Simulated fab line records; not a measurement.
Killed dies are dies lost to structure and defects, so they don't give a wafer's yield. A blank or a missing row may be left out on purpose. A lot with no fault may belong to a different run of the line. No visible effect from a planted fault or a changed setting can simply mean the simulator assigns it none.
Matching of chambers / flow n5 finfet / rie diel-03 running N5_BEOL_M1_ETCH_63: 4 sister chambers
The step etches SiARC in CF4, target depth 15.6 nm, time 26 s. 14 wafers are shown with their chamber, then 7 later ones without.

EACH WAFER AND ITS CHAMBER
wafer=L075.2; chamber=1; showerhead plenum p Torr (Torr)=2.14; oes product au (a.u.)=0.62; drypump motor current A (A)=5.8
wafer=L075.3; chamber=3; showerhead plenum p Torr (Torr)=2.22; oes product au (a.u.)=0.61; drypump motor current A (A)=5.5
wafer=L075.4; chamber=0; showerhead plenum p Torr (Torr)=2.25; oes product au (a.u.)=0.71; drypump motor current A (A)=5.9
wafer=L078.1; chamber=2; showerhead plenum p Torr (Torr)=2.05; oes product au (a.u.)=0.60; drypump motor current A (A)=5.7
wafer=L078.3; chamber=3; showerhead plenum p Torr (Torr)=2.22; oes product au (a.u.)=0.61; drypump motor current A (A)=5.5
wafer=L078.5; chamber=1; showerhead plenum p Torr (Torr)=2.14; oes product au (a.u.)=0.62; drypump motor current A (A)=5.8
wafer=L081.1; chamber=2; showerhead plenum p Torr (Torr)=2.04; oes product au (a.u.)=0.59; drypump motor current A (A)=5.7
wafer=L081.3; chamber=0; showerhead plenum p Torr (Torr)=2.25; oes product au (a.u.)=0.70; drypump motor current A (A)=5.9
wafer=L081.6; chamber=2; showerhead plenum p Torr (Torr)=2.05; oes product au (a.u.)=0.60; drypump motor current A (A)=5.6
wafer=L088.2; chamber=2; showerhead plenum p Torr (Torr)=2.04; oes product au (a.u.)=0.59; drypump motor current A (A)=5.7
wafer=L088.4; chamber=1; showerhead plenum p Torr (Torr)=2.13; oes product au (a.u.)=0.61; drypump motor current A (A)=5.7
wafer=L088.5; chamber=1; showerhead plenum p Torr (Torr)=2.13; oes product au (a.u.)=0.61; drypump motor current A (A)=5.7
wafer=L089.2; chamber=1; showerhead plenum p Torr (Torr)=2.13; oes product au (a.u.)=0.60; drypump motor current A (A)=5.7
wafer=L089.4; chamber=3; showerhead plenum p Torr (Torr)=2.21; oes product au (a.u.)=0.59; drypump motor current A (A)=5.5

SIGNATURES (averages over the wafers above)
reading=showerhead plenum p Torr; chamber 0=2.2500; chamber 1=2.1340; chamber 2=2.0450; chamber 3=2.2167; scatter within a chamber=0.00535
reading=oes product au; chamber 0=0.7050; chamber 1=0.6120; chamber 2=0.5950; chamber 3=0.6033; scatter within a chamber=0.00835
reading=drypump motor current A; chamber 0=5.900; chamber 1=5.740; chamber 2=5.675; chamber 3=5.500; scatter within a chamber=0.0442
Rule: distance of a wafer from a chamber = root of the sum over the readings of ((wafer's reading minus chamber's mean) / reading's scatter) squared. The wafer belongs to the nearest chamber; if the next one is less than 2 further off, it can't be placed. The scatter: the root of (the sum of the squares of (reading less its chamber's mean) over the shown wafers, divided by (wafers less chambers)).

WAFERS WHOSE CHAMBER IS MISSING
wafer=L089.5; showerhead plenum p Torr (Torr)=2.21; oes product au (a.u.)=0.59; drypump motor current A (A)=5.6
wafer=L093.1; showerhead plenum p Torr (Torr)=2.04; oes product au (a.u.)=0.59; drypump motor current A (A)=5.7
wafer=L093.3; showerhead plenum p Torr (Torr)=2.21; oes product au (a.u.)=0.59; drypump motor current A (A)=5.5
wafer=L093.5; showerhead plenum p Torr (Torr)=2.21; oes product au (a.u.)=0.59; drypump motor current A (A)=5.5
wafer=L094.1; showerhead plenum p Torr (Torr)=2.23; oes product au (a.u.)=0.66; drypump motor current A (A)=6.0
wafer=L094.4; showerhead plenum p Torr (Torr)=2.12; oes product au (a.u.)=0.59; drypump motor current A (A)=5.7
wafer=L094.5; showerhead plenum p Torr (Torr)=2.12; oes product au (a.u.)=0.59; drypump motor current A (A)=5.8

EACH ONE'S CHAMBER
wafer=L089.5; from the rows above=3; in truth=3
wafer=L093.1; from the rows above=2; in truth=2
wafer=L093.3; from the rows above=3; in truth=3
wafer=L093.5; from the rows above=3; in truth=3
wafer=L094.1; from the rows above=0; in truth=0
wafer=L094.4; from the rows above=1; in truth=1
wafer=L094.5; from the rows above=1; in truth=1
Correctly placed: 7 of 7. Left unplaced by these rows: 0. 0 placed wrongly.
